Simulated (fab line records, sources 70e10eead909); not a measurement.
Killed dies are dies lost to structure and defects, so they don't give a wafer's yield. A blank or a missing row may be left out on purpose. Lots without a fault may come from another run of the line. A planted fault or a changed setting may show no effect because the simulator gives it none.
A struck lot beside a sound one | flow nand_harc | 14 steps out of a route of 1159
Sound: wafers L529.1, L529.4, L529.6. Struck: wafers L547.4, L547.5, L547.6. The cause comes at the end.
At each step with rows: each side's tool, then ch and its chambers, then its first start. Under that, the readings that differ: sound wafers | struck wafers | difference of the means | sigmas: that difference in standard deviations of wafers without a fault.
alike: readings whose means differ by less than 2 such deviations, and words and numbers that are the same on both sides. not compared: withheld readings, readings that some wafer has no value for, bounds like >300 that may hide the same value, and numbers for which the record gives no deviation and whose values overlap.
The two part at a step that has a row with sigmas, a row that says differs or no value, or rows on one side only. Numbers that don't overlap but have no deviation are shown without sigmas and don't part them. A reading that every wafer of one side lacks parts them only if that side has two wafers or more.

first, 7 steps without rows for these wafers: NHARC_A_M1_COAT_34 (time 65 s); NHARC_A_M1_COAT_03 (resist thk 90 nm); NHARC_A_M1_SOFTBAKE_04 (time 55 s); NHARC_A_M1_EBR_05; NHARC_A_M1_EXPOSE_06 (exposes mask A M1, target cd 120 nm); NHARC_A_M1_PEB_07 (peb time 65 s); NHARC_A_M1_DEVELOP_08 (develop time 35 s).
NHARC_A_M1_CD_MEAS_09: target cd 120 nm.
  sound on cd_sem-01 ch 0, day 18 09:14; struck on cd_sem-02 ch 0, day 23 04:24
  alike: cd_nm
NHARC_A_M1_OVL_MEAS_10: pitch 240 nm.
  sound on overlay-02, day 18 09:20; struck on overlay-01, day 23 04:29
  alike: overlay_x_nm, overlay_y_nm
NHARC_A_M1_INSPECT_11:
  sound on defect_inspect-01, day 18 09:22; struck on defect_inspect-01, day 23 04:31
  reading          | sound    | struck   | difference | sigmas
  raw_defect_count | 34 19 22 | 69 64 46 | +35        | +2
NHARC_A_M1_DESCUM_14: chemistry O2, time 3 s.
  sound on rie_diel-05 ch 0,1,3, day 18 09:26; struck on rie_diel-09 ch 0,1,2, day 23 04:37
  alike: drypump_motor_current_A, oes_product_au, rf_vpp_V, showerhead_plenum_p_Torr, throttle_valve_pct
  not compared: rf_hours_counter_h
NHARC_A_M1_ETCH_35: etches the open film in N2/H2, target depth 40 nm, overetch 12 nm, time 43.94 s.
  sound on rie_diel-05 ch 0,1,3, day 18 09:31; struck on rie_diel-09 ch 0,1,2, day 23 04:42
  alike: bias_w, chamber_pressure_mTorr, drypump_motor_current_A, oes_product_au, rf_fwd_power_W, rf_vpp_V, showerhead_plenum_p_Torr, throttle_valve_pct
  not compared: rf_hours_counter_h
NHARC_A_M1_ETCH_15: etches the open film in C4F8/Ar, target depth 182.5 nm, time 91.2 s.
  sound on rie_diel-05 ch 0,3, day 18 09:37; struck on rie_diel-09 ch 0,1,2, day 23 04:49
  no value came back on the struck wafers for any of 6 readings (bias_w (W), chamber_pressure_mTorr (mTorr) and others); on the sound wafers bias_w (W) reads 301.2 298.5 299.7
  not compared: rf_hours_counter_h
NHARC_A_M1_CD_MEAS_16:
  sound on cd_sem-02, day 18 09:44; struck on cd_sem-02, day 23 04:56
  alike: cd_nm

WHERE THEY PART
First at NHARC_A_M1_INSPECT_11; last, within this record, at NHARC_A_M1_ETCH_15. Later steps at which nothing parts them and some readings are alike: NHARC_A_M1_CD_MEAS_16.

WHY: what the simulator had put in
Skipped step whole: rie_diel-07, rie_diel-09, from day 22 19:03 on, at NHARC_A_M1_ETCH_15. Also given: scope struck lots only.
